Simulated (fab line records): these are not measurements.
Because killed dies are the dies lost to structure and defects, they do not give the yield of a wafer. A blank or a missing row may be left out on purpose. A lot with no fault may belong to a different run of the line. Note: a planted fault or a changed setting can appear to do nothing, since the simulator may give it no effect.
fab line records || flow nandHarc
record: {"lots": 6, "wafers": 18, "lastDay": 24}
route steps=1159 shown A_M0@1023 A_M1@1026
lots with no fault: from the same line, run without faults
startH: hours from the record's first day to the start of the lot's first wafer shown || waitH: how many hours have passed since the lot's step before this one || " unchanged from the row above || L1.1+2: one row covering several wafers at once || - no value, or no start given || * or withheld: withheld || < > ~ a bound
route shown NAME@n: NAME is a module with steps in the file, n the number in the route of the first one || usual: the fault-free wafers' mean and standard deviation || same: alike in all rows || chamber/n: place in a boat || sites: readings site by site || _std_site: the standard deviation of these || _edge_site: inner sites' mean taken away from outer sites' mean || radiusMm: for every site, how far away it sits from the centre of the wafer || mask NAME#n: copy n || behind: the tool/chamber that last shaped the wafer || hold: why the lot was held/for how many hours/how that ended || device: the transistor (n, p or np) that didn't switch || end of line: at the end of the route, the tests of the same wafers || step lacking rows: just its recipe || killed: not the wafer's yield, but the dies lost to structure and defects at the first sort || map: dies across one wafer; x = killed, . = not, _ = none there
set.NAME: the setting the step ran with; set.NAME@STEP: the setting that earlier step ran with || model.NAME: the simulator's own value behind a step, which no gauge read
lots at selected steps of the route; one table per step, one row per wafer
services: the hour from which a tool's chamber was out of use, counted from the record's first day as startH (under 0 if before that day), plus the number of hours and why
== steps ==
step: NHARC_A_M0_INSPECT_27
usual: {"rawDefectCount": "487/170"}
{"lot.wafer": "L434.2", "tool": "defectInspect-02", "chamber": "-", "startH": 406.09, "waitH": 0.0, "rawDefectCount": 616}
{"lot.wafer": "L434.5", "tool": "defectInspect-02", "chamber": "-", "startH": 406.09, "waitH": 0.0, "rawDefectCount": 573}
{"lot.wafer": "L434.6", "tool": "defectInspect-02", "chamber": "-", "startH": 406.09, "waitH": 0.0, "rawDefectCount": 294}
{"lot.wafer": "L438.1", "tool": "defectInspect-02", "chamber": "-", "startH": 445.56, "waitH": 0.0, "rawDefectCount": 468}
{"lot.wafer": "L438.2", "tool": "defectInspect-02", "chamber": "-", "startH": 445.56, "waitH": 0.0, "rawDefectCount": 418}
{"lot.wafer": "L438.4", "tool": "defectInspect-02", "chamber": "-", "startH": 445.56, "waitH": 0.0, "rawDefectCount": 435}
{"lot.wafer": "L439.1", "tool": "defectInspect-02", "chamber": "-", "startH": 446.16, "waitH": 0.0, "rawDefectCount": 331}
{"lot.wafer": "L439.3", "tool": "defectInspect-02", "chamber": "-", "startH": 446.16, "waitH": 0.0, "rawDefectCount": 359}
{"lot.wafer": "L439.5", "tool": "defectInspect-02", "chamber": "-", "startH": 446.16, "waitH": 0.0, "rawDefectCount": 366}
{"lot.wafer": "L445.2", "tool": "defectInspect-02", "chamber": "-", "startH": 481.08, "waitH": 0.0, "rawDefectCount": 411}
{"lot.wafer": "L445.3", "tool": "defectInspect-02", "chamber": "-", "startH": 481.08, "waitH": 0.0, "rawDefectCount": 407}
{"lot.wafer": "L445.4", "tool": "defectInspect-02", "chamber": "-", "startH": 481.08, "waitH": 0.0, "rawDefectCount": 627}
{"lot.wafer": "L448.2", "tool": "defectInspect-01", "chamber": "-", "startH": 512.25, "waitH": 0.0, "rawDefectCount": 465}
{"lot.wafer": "L448.4", "tool": "defectInspect-01", "chamber": "-", "startH": 512.25, "waitH": 0.0, "rawDefectCount": 371}
{"lot.wafer": "L448.5", "tool": "defectInspect-01", "chamber": "-", "startH": 512.25, "waitH": 0.0, "rawDefectCount": 408}
{"lot.wafer": "L453.2", "tool": "defectInspect-02", "chamber": "-", "startH": 524.15, "waitH": 0.0, "rawDefectCount": 630}
{"lot.wafer": "L453.5", "tool": "defectInspect-02", "chamber": "-", "startH": 524.15, "waitH": 0.0, "rawDefectCount": 427}
{"lot.wafer": "L453.6", "tool": "defectInspect-02", "chamber": "-", "startH": 524.15, "waitH": 0.0, "rawDefectCount": 609}
step: NHARC_A_M0_PRE_CLEAN_31
recipe: {"timeS": 12, "tempC": 370, "rfPowerW": 300, "gas": "NH3"}
usual: {"heaterPowerW": "656/66"}
{"lot.wafer": "L434.2", "tool": "pecvd-01", "chamber": 0, "startH": 406.16, "waitH": 0.1, "heaterPowerW": 697}
{"lot.wafer": "L434.6", "tool": "pecvd-01", "chamber": 0, "startH": 406.16, "waitH": 0.1, "heaterPowerW": 691}
{"lot.wafer": "L434.5", "tool": "pecvd-01", "chamber": 2, "startH": 406.16, "waitH": 0.1, "heaterPowerW": 725}
{"lot.wafer": "L438.1", "tool": "pecvd-01", "chamber": 2, "startH": 445.63, "waitH": 0.1, "heaterPowerW": 727}
{"lot.wafer": "L438.2", "tool": "pecvd-01", "chamber": 1, "startH": 445.63, "waitH": 0.1, "heaterPowerW": 624}
{"lot.wafer": "L438.4", "tool": "pecvd-01", "chamber": 1, "startH": 445.63, "waitH": 0.1, "heaterPowerW": 645}
{"lot.wafer": "L439.3", "tool": "pecvd-03", "chamber": 1, "startH": 446.23, "waitH": 0.1, "heaterPowerW": 503}
{"lot.wafer": "L439.1", "tool": "pecvd-03", "chamber": 2, "startH": 446.23, "waitH": 0.1, "heaterPowerW": 701}
{"lot.wafer": "L439.5", "tool": "pecvd-03", "chamber": 0, "startH": 446.23, "waitH": 0.1, "heaterPowerW": 655}
{"lot.wafer": "L445.3", "tool": "pecvd-02", "chamber": 2, "startH": 481.16, "waitH": 0.1, "heaterPowerW": 586}
{"lot.wafer": "L445.2", "tool": "pecvd-02", "chamber": 0, "startH": 481.16, "waitH": 0.1, "heaterPowerW": 758}
{"lot.wafer": "L445.4", "tool": "pecvd-02", "chamber": 2, "startH": 481.16, "waitH": 0.1, "heaterPowerW": 595}
{"lot.wafer": "L448.2", "tool": "pecvd-03", "chamber": 2, "startH": 512.45, "waitH": 0.2, "heaterPowerW": 638}
{"lot.wafer": "L448.5", "tool": "pecvd-03", "chamber": 0, "startH": 512.45, "waitH": 0.2, "heaterPowerW": 617}
{"lot.wafer": "L448.4", "tool": "pecvd-03", "chamber": 1, "startH": 512.45, "waitH": 0.2, "heaterPowerW": 593}
{"lot.wafer": "L453.2", "tool": "pecvd-03", "chamber": 0, "startH": 524.24, "waitH": 0.1, "heaterPowerW": 743}
{"lot.wafer": "L453.6", "tool": "pecvd-03", "chamber": 0, "startH": 524.24, "waitH": 0.1, "heaterPowerW": 741}
{"lot.wafer": "L453.5", "tool": "pecvd-03", "chamber": 1, "startH": 524.24, "waitH": 0.1, "heaterPowerW": 574}
step: NHARC_A_M0_DEP_32
recipe: {"targetThkA": 300, "tempC": 370, "targetThkNm": 30, "pressureTorr": 3, "flowSccm": 200, "rfW": 450, "material": "SiCN"}
usual: {"heaterPowerW": "599/75"}
{"lot.wafer": "L434.2", "tool": "pecvd-01", "chamber": 0, "startH": 406.28, "waitH": 0.1, "heaterPowerW": 582}
{"lot.wafer": "L434.6", "tool": "pecvd-01", "chamber": 0, "startH": 406.28, "waitH": 0.1, "heaterPowerW": 577}
{"lot.wafer": "L434.5", "tool": "pecvd-01", "chamber": 2, "startH": 406.28, "waitH": 0.1, "heaterPowerW": 671}
{"lot.wafer": "L438.1", "tool": "pecvd-01", "chamber": 2, "startH": 445.71, "waitH": 0.1, "heaterPowerW": 659}
{"lot.wafer": "L438.2", "tool": "pecvd-01", "chamber": 1, "startH": 445.71, "waitH": 0.1, "heaterPowerW": 555}
{"lot.wafer": "L438.4", "tool": "pecvd-01", "chamber": 1, "startH": 445.71, "waitH": 0.1, "heaterPowerW": 560}
{"lot.wafer": "L439.3", "tool": "pecvd-03", "chamber": 1, "startH": 446.31, "waitH": 0.1, "heaterPowerW": 464}
{"lot.wafer": "L439.1", "tool": "pecvd-03", "chamber": 2, "startH": 446.31, "waitH": 0.1, "heaterPowerW": 648}
{"lot.wafer": "L439.5", "tool": "pecvd-03", "chamber": 0, "startH": 446.31, "waitH": 0.1, "heaterPowerW": 666}
{"lot.wafer": "L445.3", "tool": "pecvd-02", "chamber": 2, "startH": 481.27, "waitH": 0.1, "heaterPowerW": 542}
{"lot.wafer": "L445.2", "tool": "pecvd-02", "chamber": 0, "startH": 481.27, "waitH": 0.1, "heaterPowerW": 687}
{"lot.wafer": "L445.4", "tool": "pecvd-02", "chamber": 2, "startH": 481.27, "waitH": 0.1, "heaterPowerW": 542}
{"lot.wafer": "L448.2", "tool": "pecvd-03", "chamber": 2, "startH": 512.53, "waitH": 0.1, "heaterPowerW": 631}
{"lot.wafer": "L448.5", "tool": "pecvd-03", "chamber": 0, "startH": 512.53, "waitH": 0.1, "heaterPowerW": 591}
{"lot.wafer": "L448.4", "tool": "pecvd-03", "chamber": 1, "startH": 512.53, "waitH": 0.1, "heaterPowerW": 510}
{"lot.wafer": "L453.2", "tool": "pecvd-03", "chamber": 0, "startH": 524.31, "waitH": 0.1, "heaterPowerW": 700}
{"lot.wafer": "L453.6", "tool": "pecvd-03", "chamber": 0, "startH": 524.31, "waitH": 0.1, "heaterPowerW": 691}
{"lot.wafer": "L453.5", "tool": "pecvd-03", "chamber": 1, "startH": 524.31, "waitH": 0.1, "heaterPowerW": 534}
step: NHARC_A_M1_DEP_00
recipe: {"targetThkA": 1825, "targetThkNm": 182.5, "tempC": "withheld", "pressureTorr": 5, "flowSccm": 200, "rfW": 600, "material": "SiOC"}
step: NHARC_A_M1_DEHYDRATE_01
recipe: {"tempC": 150, "timeS": 120}
step: NHARC_A_M1_HMDS_02
recipe: {"timeS": 30}
step: NHARC_A_M1_COAT_34
recipe: {"tempC": 200, "timeS": 65}
step: NHARC_A_M1_COAT_03
recipe: {"spinRpm": 1500, "resistThkNm": 90}
step: NHARC_A_M1_SOFTBAKE_04
recipe: {"tempC": 105, "timeS": 55}
step: NHARC_A_M1_EBR_05
step: NHARC_A_M1_EXPOSE_06
recipe: {"na": 1.35, "targetCdNm": 120, "doseMj": 75.13, "maskId": "A_M1"}
step: NHARC_A_M1_PEB_07
recipe: {"pebTempC": 100, "pebTimeS": 65}
step: NHARC_A_M1_DEVELOP_08
recipe: {"developTimeS": 35, "devTempC": 23}
usual: {"chillPlateTempC": "22.99/0.1", "developTimeS": "35/0"}
{"lot.wafer": "L434.2", "tool": "lithoTrack-04", "chamber": 0, "startH": 407, "waitH": "-", "chillPlateTempC": 22.90, "developTimeS": 35}
{"lot.wafer": "L434.5", "tool": "lithoTrack-04", "chamber": 0, "startH": 407, "waitH": "-", "chillPlateTempC": 22.87, "developTimeS": 35}
{"lot.wafer": "L434.6", "tool": "lithoTrack-04", "chamber": 0, "startH": 407, "waitH": "-", "chillPlateTempC": 22.94, "developTimeS": 35}
{"lot.wafer": "L438.1", "tool": "lithoTrack-06", "chamber": "-", "startH": 446, "waitH": "-", "chillPlateTempC": "-", "developTimeS": "-"}
{"lot.wafer": "L438.2", "tool": "lithoTrack-06", "chamber": "-", "startH": 446, "waitH": "-", "chillPlateTempC": "-", "developTimeS": "-"}
{"lot.wafer": "L438.4", "tool": "lithoTrack-06", "chamber": "-", "startH": 446, "waitH": "-", "chillPlateTempC": "-", "developTimeS": "-"}
{"lot.wafer": "L439.1", "tool": "lithoTrack-04", "chamber": "-", "startH": 447, "waitH": "-", "chillPlateTempC": "-", "developTimeS": "-"}
{"lot.wafer": "L439.3", "tool": "lithoTrack-04", "chamber": "-", "startH": 447, "waitH": "-", "chillPlateTempC": "-", "developTimeS": "-"}
{"lot.wafer": "L439.5", "tool": "lithoTrack-04", "chamber": "-", "startH": 447, "waitH": "-", "chillPlateTempC": "-", "developTimeS": "-"}
{"lot.wafer": "L445.2", "tool": "lithoTrack-06", "chamber": 0, "startH": 482, "waitH": "-", "chillPlateTempC": 22.95, "developTimeS": 35}
{"lot.wafer": "L445.3", "tool": "lithoTrack-06", "chamber": 0, "startH": 482, "waitH": "-", "chillPlateTempC": 23.04, "developTimeS": 35}
{"lot.wafer": "L445.4", "tool": "lithoTrack-06", "chamber": 0, "startH": 482, "waitH": "-", "chillPlateTempC": 23.04, "developTimeS": 35}
{"lot.wafer": "L448.2", "tool": "lithoTrack-04", "chamber": 0, "startH": 513, "waitH": "-", "chillPlateTempC": 23.10, "developTimeS": 35}
{"lot.wafer": "L448.4", "tool": "lithoTrack-04", "chamber": 0, "startH": 513, "waitH": "-", "chillPlateTempC": 23.12, "developTimeS": 35}
{"lot.wafer": "L448.5", "tool": "lithoTrack-04", "chamber": 0, "startH": 513, "waitH": "-", "chillPlateTempC": 23.19, "developTimeS": 35}
{"lot.wafer": "L453.2", "tool": "lithoTrack-01", "chamber": 0, "startH": 525, "waitH": "-", "chillPlateTempC": 23.04, "developTimeS": 35}
{"lot.wafer": "L453.5", "tool": "lithoTrack-01", "chamber": 0, "startH": 525, "waitH": "-", "chillPlateTempC": 23.05, "developTimeS": 35}
{"lot.wafer": "L453.6", "tool": "lithoTrack-01", "chamber": 0, "startH": 525, "waitH": "-", "chillPlateTempC": 23.01, "developTimeS": 35}
step: NHARC_A_M1_CD_MEAS_09
recipe: {"targetCdNm": 120, "landingEnergyEv": 500}
usual: {"cdNm": "120.0/0.47"}
{"lot.wafer": "L434.2", "tool": "cdSem-03", "chamber": 0, "startH": 407.58, "waitH": "-", "cdNm": 120.4}
{"lot.wafer": "L434.5", "tool": "cdSem-03", "chamber": 0, "startH": 407.58, "waitH": "-", "cdNm": 121.2}
{"lot.wafer": "L434.6", "tool": "cdSem-03", "chamber": 0, "startH": 407.58, "waitH": "-", "cdNm": 120.3}
{"lot.wafer": "L438.1", "tool": "cdSem-02", "chamber": 0, "startH": 446.95, "waitH": "-", "cdNm": "-"}
{"lot.wafer": "L438.2", "tool": "cdSem-02", "chamber": 0, "startH": 446.95, "waitH": "-", "cdNm": "-"}
{"lot.wafer": "L438.4", "tool": "cdSem-02", "chamber": 0, "startH": 446.95, "waitH": "-", "cdNm": "-"}
{"lot.wafer": "L439.1", "tool": "cdSem-02", "chamber": 0, "startH": 447.55, "waitH": "-", "cdNm": "-"}
{"lot.wafer": "L439.3", "tool": "cdSem-02", "chamber": 0, "startH": 447.55, "waitH": "-", "cdNm": "-"}
{"lot.wafer": "L439.5", "tool": "cdSem-02", "chamber": 0, "startH": 447.55, "waitH": "-", "cdNm": "-"}
{"lot.wafer": "L445.2", "tool": "cdSem-02", "chamber": 0, "startH": 482.45, "waitH": "-", "cdNm": 120.6}
{"lot.wafer": "L445.3", "tool": "cdSem-02", "chamber": 0, "startH": 482.45, "waitH": "-", "cdNm": 120.3}
{"lot.wafer": "L445.4", "tool": "cdSem-02", "chamber": 0, "startH": 482.45, "waitH": "-", "cdNm": 120.4}
{"lot.wafer": "L448.2", "tool": "cdSem-01", "chamber": 0, "startH": 513.80, "waitH": "-", "cdNm": 119.4}
{"lot.wafer": "L448.4", "tool": "cdSem-01", "chamber": 0, "startH": 513.80, "waitH": "-", "cdNm": 118.9}
{"lot.wafer": "L448.5", "tool": "cdSem-01", "chamber": 0, "startH": 513.80, "waitH": "-", "cdNm": 119.2}
{"lot.wafer": "L453.2", "tool": "cdSem-01", "chamber": 0, "startH": 525.54, "waitH": "-", "cdNm": 119.4}
{"lot.wafer": "L453.5", "tool": "cdSem-01", "chamber": 0, "startH": 525.54, "waitH": "-", "cdNm": 119.8}
{"lot.wafer": "L453.6", "tool": "cdSem-01", "chamber": 0, "startH": 525.54, "waitH": "-", "cdNm": 120.5}
== services ==
{"tool": "pecvd-01", "chamber": "-", "startH": 389.82, "hours": 0.6, "kind": "repair"}
{"tool": "pecvd-01", "chamber": "-", "startH": 418.60, "hours": 13.0, "kind": "pm"}
{"tool": "pecvd-01", "chamber": 0, "startH": 418.60, "hours": 13.0, "kind": "ventCycle"}
{"tool": "pecvd-01", "chamber": 1, "startH": 418.60, "hours": 13.0, "kind": "ventCycle"}
{"tool": "pecvd-01", "chamber": 2, "startH": 418.60, "hours": 13.0, "kind": "ventCycle"}
{"tool": "pecvd-01", "chamber": 0, "startH": 431.60, "hours": "-", "kind": "clean"}
{"tool": "pecvd-01", "chamber": 1, "startH": 431.60, "hours": "-", "kind": "clean"}
{"tool": "pecvd-01", "chamber": 2, "startH": 431.60, "hours": "-", "kind": "clean"}
{"tool": "pecvd-01", "chamber": 0, "startH": 451.17, "hours": 21.6, "kind": "repair"}
{"tool": "lithoTrack-06", "chamber": "-", "startH": 467.00, "hours": 7.0, "kind": "pm"}
{"tool": "pecvd-03", "chamber": 2, "startH": 472.87, "hours": 4.5, "kind": "repair"}
{"tool": "pecvd-03", "chamber": "-", "startH": 473.05, "hours": 13.0, "kind": "pm"}
{"tool": "pecvd-03", "chamber": 0, "startH": 473.05, "hours": 13.0, "kind": "ventCycle"}
{"tool": "pecvd-03", "chamber": 1, "startH": 473.05, "hours": 13.0, "kind": "ventCycle"}
{"tool": "pecvd-01", "chamber": "-", "startH": 479.79, "hours": 0.8, "kind": "repair"}
{"tool": "pecvd-03", "chamber": 0, "startH": 486.05, "hours": "-", "kind": "clean"}
{"tool": "pecvd-03", "chamber": 1, "startH": 486.05, "hours": "-", "kind": "clean"}
{"tool": "pecvd-03", "chamber": 2, "startH": 486.05, "hours": "-", "kind": "clean"}
{"tool": "lithoTrack-04", "chamber": "-", "startH": 491.00, "hours": 7.0, "kind": "pm"}
{"tool": "pecvd-02", "chamber": "-", "startH": 502.60, "hours": 68.1, "kind": "repair"}
== key ==
firstSign: {"step": "NHARC_A_M1_DEVELOP_08", "reading": "toolRecord", "direction": "missing"}
effect none on later readings
metAt NHARC_A_M1_DEVELOP_08
struckWafers L438.1,L438.2,L438.4,L439.1,L439.3,L439.5
laterRowsLeftOut L438.1,L438.2,L438.4,L439.1,L439.3,L439.5
sortLeftOut L438.1,L438.2,L438.4,L439.1,L439.3,L439.5
onsetBetween 407 446
fault: {"kind": "skippedStepWhole", "tool": "lithoTrack-04,lithoTrack-06", "chamber": "-", "onsetH": 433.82, "steps": "NHARC_A_M1_DEVELOP_08", "scope": "struckLotsOnly"}
sortLeftOut: the simulated sort isn't trusted on such a fault, so these wafers' sort isn't shown, and their yield isn't known
laterRowsLeftOut: the simulator's readings of these wafers behind a module that went badly wrong aren't trusted and aren't shown, but for the sort
